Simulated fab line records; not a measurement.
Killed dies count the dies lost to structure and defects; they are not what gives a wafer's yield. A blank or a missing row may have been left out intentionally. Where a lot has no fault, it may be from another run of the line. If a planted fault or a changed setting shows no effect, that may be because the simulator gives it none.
fab line records ; flow nandHarc
[record] lots = 7; wafers = 21; lastDay = 33
route steps=1302 shown A_STAIRCASE@652
lots with no fault: from the same line, run without faults
startH: hours from the record's opening day to when the first of the lot's shown wafers began ; waitH: hours elapsed since this lot's preceding step ; " repeats the value in the row above ; L1.1+2: several wafers, shown together as one row ; - value missing, or start not given ; * or withheld: withheld ; < > ~ a bound
route shown NAME@n: names a module that has steps shown in the file, with the first one's number in the route ; usual: average and standard deviation across the fault-free wafers ; same: alike in all rows ; chamber/n: place in a boat ; sites: per-site readings ; _std_site: the standard deviation of these ; _edge_site: outer sites' mean less inner sites' ; radiusMm: how far each site lies from the wafer's centre ; mask NAME#n: copy n ; behind: tool/chamber where the wafer was last shaped ; hold: the reason the lot was held/the length of the hold in hours/how it ended ; device: the n, p or np transistor that did not switch ; end of line: the tests these same wafers got at the end of their route ; a step without rows: its recipe alone ; killed: dies lost to structure and defects at the first sort, not the wafer's yield ; map: a wafer's dies, x killed, . not, _ none there
set.NAME: the run value of the setting; set.NAME@STEP: its run value at that earlier step ; model.NAME: the simulator's own value behind a step, which no gauge read
lots at some steps of the route; a table a step, a row a wafer
services: from which hour (startH, from the record's first day; less than 0 if before it) a tool's chamber was out of use, for how many hours, and why
[[steps]]
[step NHARC_A_STAIRCASE_ETCH_170]
[recipe] targetDepthA = 2000; timeS = 66.667; ionEnergyEv = 250; c4f6FlowSccm = 25; o2FlowSccm = 20; arFlowSccm = 500; rfW = 600; biasW = 500; chemistry = C4F6/O2
[usual] drypumpMotorCurrentA = 5.4/0.46; oesProductAu = 0.976/0.014; rfVppV = 548.0/2.7; showerheadPlenumPTorr = 3.98/0.13; throttleValvePct = 26.903/0.0092
lot.wafer;tool;chamber;startH;waitH;drypumpMotorCurrentA;oesProductAu;rfHoursCounterH;rfVppV;showerheadPlenumPTorr;throttleValvePct
L995.1;rieDiel-02;2;-;-;5.7;0.987;44;546.8;3.96;26.914
L995.4;rieDiel-02;1;-;-;6.1;0.977;43;552.4;4.16;26.897
L995.5;rieDiel-02;3;-;-;5.1;0.978;-;544.6;3.80;26.911
L107.3;rieDiel-05;0;-;-;4.7;0.980;13;553.0;4.15;26.911
L107.1;rieDiel-05;1;-;-;4.7;0.967;16;545.5;3.88;26.908
L107.2;rieDiel-05;3;-;-;5.7;0.972;18;548.3;3.98;26.901
L108.1;rieDiel-02;3;-;-;5.1;0.974;32;543.7;3.78;26.901
L108.3;rieDiel-02;0;-;-;4.9;0.974;32;548.8;4.05;26.898
L108.6;rieDiel-02;2;-;-;5.7;0.971;-;546.8;3.93;26.900
L110.4;rieDiel-08;1;-;-;5.7;0.978;35;553.0;4.20;26.897
L110.3;rieDiel-08;3;-;-;6.0;0.981;45;546.7;3.91;26.894
L110.5;rieDiel-08;1;-;-;5.7;0.983;-;550.4;4.20;26.918
L114.4;rieDiel-08;3;-;-;5.9;0.987;50;546.9;3.91;26.911
L114.3;rieDiel-08;0;-;-;5.3;0.980;47;545.2;3.88;26.891
L114.5;rieDiel-08;2;-;-;5.0;0.991;-;546.6;3.96;26.911
L116.4;rieDiel-02;3;-;-;5.1;0.962;48;542.5;3.77;26.897
L116.2;rieDiel-02;2;-;-;5.7;0.965;54;546.5;3.92;26.894
L116.5;rieDiel-02;3;-;-;5.1;0.977;-;544.3;3.77;26.905
L117.2;rieDiel-08;3;-;-;5.9;0.977;4;547.2;3.90;26.914
L117.1;rieDiel-08;1;-;-;5.7;0.973;6;553.1;4.19;26.912
L117.5;rieDiel-08;3;-;-;5.9;0.977;-;546.4;3.90;26.900
[step NHARC_A_STAIRCASE_STRIP_171]
[recipe] powerW = 1500; tempC = 250; chemistry = O2
[usual] drypumpMotorCurrentA = 5.5/0.57; heaterPowerW = 327/26
lot.wafer;tool;chamber;startH;waitH;drypumpMotorCurrentA;heaterPowerW;rfHoursCounterH
L995.1;plasmaAsher-02;1;357.61;-;5.1;346;21
L995.4;plasmaAsher-02;1;357.61;-;5.1;352;-
L995.5;plasmaAsher-02;1;357.61;-;5.0;346;-
L107.2;plasmaAsher-02;0;480.68;-;5.0;297;12
L107.1;plasmaAsher-02;1;480.68;-;5.1;335;12
L107.3;plasmaAsher-02;0;480.68;-;4.9;304;-
L108.1;plasmaAsher-02;0;514.61;-;4.9;302;18
L108.3;plasmaAsher-02;0;514.61;-;5.0;307;-
L108.6;plasmaAsher-02;0;514.61;-;5.0;314;-
L110.4;plasmaAsher-01;1;514.87;-;6.3;301;-
L110.3;plasmaAsher-01;0;514.87;-;6.0;362;-
L110.5;plasmaAsher-01;0;514.87;-;6.0;369;-
L114.3;plasmaAsher-01;0;534.84;-;6.0;361;-
L114.4;plasmaAsher-01;1;534.84;-;6.2;306;-
L114.5;plasmaAsher-01;0;534.84;-;6.1;373;-
L116.2;plasmaAsher-02;1;558.18;-;5.1;330;31
L116.4;plasmaAsher-02;1;558.18;-;5.1;333;-
L116.5;plasmaAsher-02;0;558.18;-;4.9;299;-
L117.2;plasmaAsher-01;1;569.68;-;6.3;307;9
L117.1;plasmaAsher-01;0;569.68;-;6.0;366;9
L117.5;plasmaAsher-01;1;569.68;-;6.3;311;-
[step NHARC_A_STAIRCASE_STRIP_172]
[recipe] timeS = 900; tempC = 130; chemistry = SPM
[step NHARC_A_STAIRCASE_PRECLEAN_173]
[recipe] timeS = *; tempC = 50; bathAgeMin = 0; chemistry = SC1
[step NHARC_A_STAIRCASE_SRD_174]
[step NHARC_A_STAIRCASE_DEHYDRATE_01]
[recipe] tempC = 150; timeS = 120
[step NHARC_A_STAIRCASE_HMDS_02]
[recipe] timeS = 30
[step NHARC_A_STAIRCASE_COAT_03]
[recipe] spinRpm = 1200
[step NHARC_A_STAIRCASE_SOFTBAKE_04]
[recipe] tempC = 135; timeS = 170
[step NHARC_A_STAIRCASE_EBR_05]
[step NHARC_A_STAIRCASE_EXPOSE_06]
[recipe] na = 0.5; doseMj = 25.43; maskId = STAIR
[step NHARC_A_STAIRCASE_PEB_07]
[recipe] pebTempC = 115; pebTimeS = 130
[step NHARC_A_STAIRCASE_DEVELOP_08]
[recipe] timeS = 140
[usual] chillPlateTempC = 23.01/0.096; exhaustPa = 45.0/0.91; resistLineTempC = 23.00/0.12
lot.wafer;tool;chamber;startH;waitH;chillPlateTempC;exhaustPa;resistLineTempC
L995.1;lithoTrack-05;0;358;-;23.06;45.6;22.89
L995.4;lithoTrack-05;0;358;-;23.17;46.1;23.01
L995.5;lithoTrack-05;0;358;-;22.94;45.3;22.94
L107.1;lithoTrack-05;-;481;-;-;-;-
L107.2;lithoTrack-05;-;481;-;-;-;-
L107.3;lithoTrack-05;-;481;-;-;-;-
L108.1;lithoTrack-02;-;515;-;-;-;-
L108.3;lithoTrack-02;-;515;-;-;-;-
L108.6;lithoTrack-02;-;515;-;-;-;-
L110.3;lithoTrack-02;-;515;-;-;-;-
L110.4;lithoTrack-02;-;515;-;-;-;-
L110.5;lithoTrack-02;-;515;-;-;-;-
L114.3;lithoTrack-02;0;535;-;22.93;44.2;22.90
L114.4;lithoTrack-02;0;535;-;23.02;44.9;22.97
L114.5;lithoTrack-02;0;535;-;22.85;45.4;23.01
L116.2;lithoTrack-02;0;559;-;23.00;45.2;23.13
L116.4;lithoTrack-02;0;559;-;23.03;45.5;22.92
L116.5;lithoTrack-02;0;559;-;22.98;43.3;22.97
L117.1;lithoTrack-02;0;570;-;23.16;45.1;22.97
L117.2;lithoTrack-02;0;570;-;23.01;44.8;22.96
L117.5;lithoTrack-02;0;570;-;22.97;45.1;23.05
[[services]]
tool;chamber;startH;hours;kind
plasmaAsher-01;-;342.00;9.0;pm
rieDiel-05;0;369.60;8.5;repair
plasmaAsher-02;-;369.82;6.8;repair
rieDiel-08;-;370.35;9.0;pm
rieDiel-02;-;395.37;9.0;pm
lithoTrack-02;-;402.00;7.0;pm
rieDiel-02;0;406.06;9.1;repair
rieDiel-05;-;409.06;9.0;pm
plasmaAsher-02;-;426.00;9.0;pm
rieDiel-08;3;427.00;1.3;repair
rieDiel-05;-;431.97;0.5;repair
rieDiel-05;0;435.57;3.9;repair
plasmaAsher-01;-;442.15;1.8;repair
lithoTrack-05;-;474.00;7.0;pm
rieDiel-02;3;474.51;10.8;repair
plasmaAsher-01;-;479.95;5.0;repair
rieDiel-02;3;494.57;6.8;repair
rieDiel-05;3;497.36;12.1;repair
rieDiel-05;0;502.32;10.3;repair
plasmaAsher-01;-;510.16;2.4;repair
plasmaAsher-01;-;519.13;9.0;pm
rieDiel-02;-;553.86;0.2;repair
plasmaAsher-01;-;554.23;5.4;repair
rieDiel-08;0;570.22;6.2;repair
[[key]]
[firstSign] step = NHARC_A_STAIRCASE_DEVELOP_08; reading = toolRecord; direction = missing
effect none on later readings
metAt NHARC_A_STAIRCASE_DEVELOP_08
struckWafers L107.1,L107.2,L107.3,L108.1,L108.3,L108.6,L110.3,L110.4,L110.5
laterRowsLeftOut L107.1,L107.2,L107.3,L108.1,L108.3,L108.6,L110.3,L110.4,L110.5
sortLeftOut L107.1,L107.2,L107.3,L108.1,L108.3,L108.6,L110.3,L110.4,L110.5
testerLeftOut L107,L108,L110
onsetBetween 358 481
[fault] kind = skippedStepWhole; tool = lithoTrack-02,lithoTrack-05; chamber = -; onsetH = 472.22; steps = NHARC_A_STAIRCASE_DEVELOP_08; scope = struckLotsOnly
// testerLeftOut: of these lots the tester's yield and bins aren't shown, on N5 and GAA mostly nor the transistor test; their killed dies are dies lost to structure and defects alone, not to doping, threshold or leakage, so they don't give the yield
// sortLeftOut: the simulated sort isn't trusted on such a fault, so these wafers' sort isn't shown, and their yield isn't known
// laterRowsLeftOut: the simulator's readings of these wafers behind a module that went badly wrong aren't trusted and aren't shown, but for the sort
